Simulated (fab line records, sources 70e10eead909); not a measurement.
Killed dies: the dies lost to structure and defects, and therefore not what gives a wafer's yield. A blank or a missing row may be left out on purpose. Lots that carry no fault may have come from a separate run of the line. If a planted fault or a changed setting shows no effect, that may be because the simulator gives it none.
What tool caused it? | flow nand harc | 12 lots, 36 wafers sampled, at 3 steps of a route of 1159

== WHAT EACH GAUGE READ, for each wafer ==
NHARC_P_GATE_CD_MEAS_59: the cd target is 720 nm.
lot  | measured     | on        | cd nm (nm)
L971 | day 5 07:41  | cd sem-01 | 719.6 720.6 718.8
L972 | day 5 18:22  | cd sem-01 | 722.5 721.1 721.0
L974 | day 6 02:50  | cd sem-01 | 721.6 717.0 717.6
L977 | day 6 13:04  | cd sem-02 | 720.3 723.2 719.1
L976 | day 6 14:07  | cd sem-02 | 709.5 709.0 712.1
L982 | day 8 03:00  | cd sem-03 | 719.2 720.2 719.8
L985 | day 8 12:45  | cd sem-03 | 716.9 719.8 718.9
L986 | day 9 08:26  | cd sem-03 | 722.2 721.7 724.8
L988 | day 9 14:23  | cd sem-01 | 718.0 718.8 719.9
L989 | day 9 14:40  | cd sem-01 | 720.2 717.7 720.2
L991 | day 10 00:59 | cd sem-02 | 717.7 717.2 719.6
L992 | day 10 16:52 | cd sem-03 | 721.8 719.2 719.3

== WHICH TOOL RAN EACH LOT (tool, then ch and the chambers of the sampled wafers, then the start) ==
lot  | NHARC_P_GATE_STRIP_111               | NHARC_P_GATE_EXPOSE_56
L971 | plasma asher-02 ch 1, day 5 06:30    | krf scanner-01 ch 0, day 5 07:32
L972 | plasma asher-02 ch 0,1, day 5 17:16  | krf scanner-01 ch 0, day 5 18:13
L974 | plasma asher-02 ch 0,1, day 6 01:47  | krf scanner-03 ch 0, day 6 02:41
L977 | plasma asher-02 ch 0,1, day 6 11:50  | krf scanner-04 ch 0, day 6 12:55
L976 | plasma asher-01 ch 0,1, day 6 13:07  | krf scanner-04 ch 0, day 6 13:58
L982 | plasma asher-02 ch 0,1, day 8 01:46  | krf scanner-04 ch 0, day 8 02:51
L985 | plasma asher-01 ch 0,1, day 8 11:31  | krf scanner-03 ch 0, day 8 12:35
L986 | plasma asher-02 ch 0,1, day 9 07:12  | krf scanner-04 ch 0, day 9 08:16
L988 | plasma asher-02 ch 0,1, day 9 13:20  | krf scanner-04 ch 0, day 9 14:14
L989 | plasma asher-01 ch 0,1, day 9 13:29  | krf scanner-03 ch 0, day 9 14:31
L991 | plasma asher-02 ch 0,1, day 9 23:51  | krf scanner-04 ch 0, day 10 00:50
L992 | plasma asher-01 ch 0,1, day 10 15:39 | krf scanner-04 ch 0, day 10 16:43
- NHARC_P_GATE_STRIP_111: strips in N2/H2, time 250 s.
- NHARC_P_GATE_EXPOSE_56: exposes mask P PSD, target cd 720 nm.

== AS READ BY THE TOOLS THEMSELVES (means over the sampled wafers that have a number; for cases with no such wafer, the mark the record gives instead) ==
NHARC_P_GATE_STRIP_111.
lot  | tool            | drypump motor current A (A) | heater power w (W)
L971 | plasma asher-02 | 5.3                         | 87
L972 | plasma asher-02 | 5.5                         | 95
L974 | plasma asher-02 | 5.5                         | 94
L977 | plasma asher-02 | 5.8                         | 106
L976 | plasma asher-01 | 5.8                         | 85
L982 | plasma asher-02 | 5.8                         | 105
L985 | plasma asher-01 | 5.7                         | 86
L986 | plasma asher-02 | 5.5                         | 95
L988 | plasma asher-02 | 5.5                         | 96
L989 | plasma asher-01 | 5.6                         | 86
L991 | plasma asher-02 | 5.8                         | 100
L992 | plasma asher-01 | 5.6                         | 85

NHARC_P_GATE_EXPOSE_56.
lot  | tool           | focus offset nm (nm)
L971 | krf scanner-01 | -0.1
L972 | krf scanner-01 | 0.3
L974 | krf scanner-03 | 0.1
L977 | krf scanner-04 | 0.3
L976 | krf scanner-04 | 0.3
L982 | krf scanner-04 | 0.3
L985 | krf scanner-03 | -0.2
L986 | krf scanner-04 | 0.1
L988 | krf scanner-04 | 0.1
L989 | krf scanner-03 | -0.3
L991 | krf scanner-04 | 0.1
L992 | krf scanner-04 | -1.0

== THE ANSWER, worked out from the rows above alone ==
Rule: the lots themselves supply what counts as usual. Put in order of their means at a reading, lots are off if they are a third of the lots or fewer, leave a main group of 4 or more, and stand apart from it by a gap of 3 or more times the standard deviation of the main group's means; of several such gaps the widest counts. The tables above print the reading to a certain number of digits; a main group whose means all agree to those digits is not used. Also off: a lot with no number at a reading for which 4 or more lots have one. Where the step has rows for the other lots, those lots are counted as sound. After the gauges, taken in route order, come the tools' own readings; for these a lot's mean is taken, as printed above. At the first step where some lot is off, the reading lying furthest off is the one used; lots without a number count as furthest.
Off: L976 (NHARC_P_GATE_CD_MEAS_59, cd nm). Mean 719.9 nm and standard deviation 1.4 in the main group.
A tool fits if, at a process step before that reading, it ran every lot that is off, and no sound lot after the first of them. The gauges at NHARC_P_GATE_CD_MEAS_59 are tried like those tools. Of those tried, none fits.

== WHAT HAD BEEN PUT IN BY THE SIMULATOR ==
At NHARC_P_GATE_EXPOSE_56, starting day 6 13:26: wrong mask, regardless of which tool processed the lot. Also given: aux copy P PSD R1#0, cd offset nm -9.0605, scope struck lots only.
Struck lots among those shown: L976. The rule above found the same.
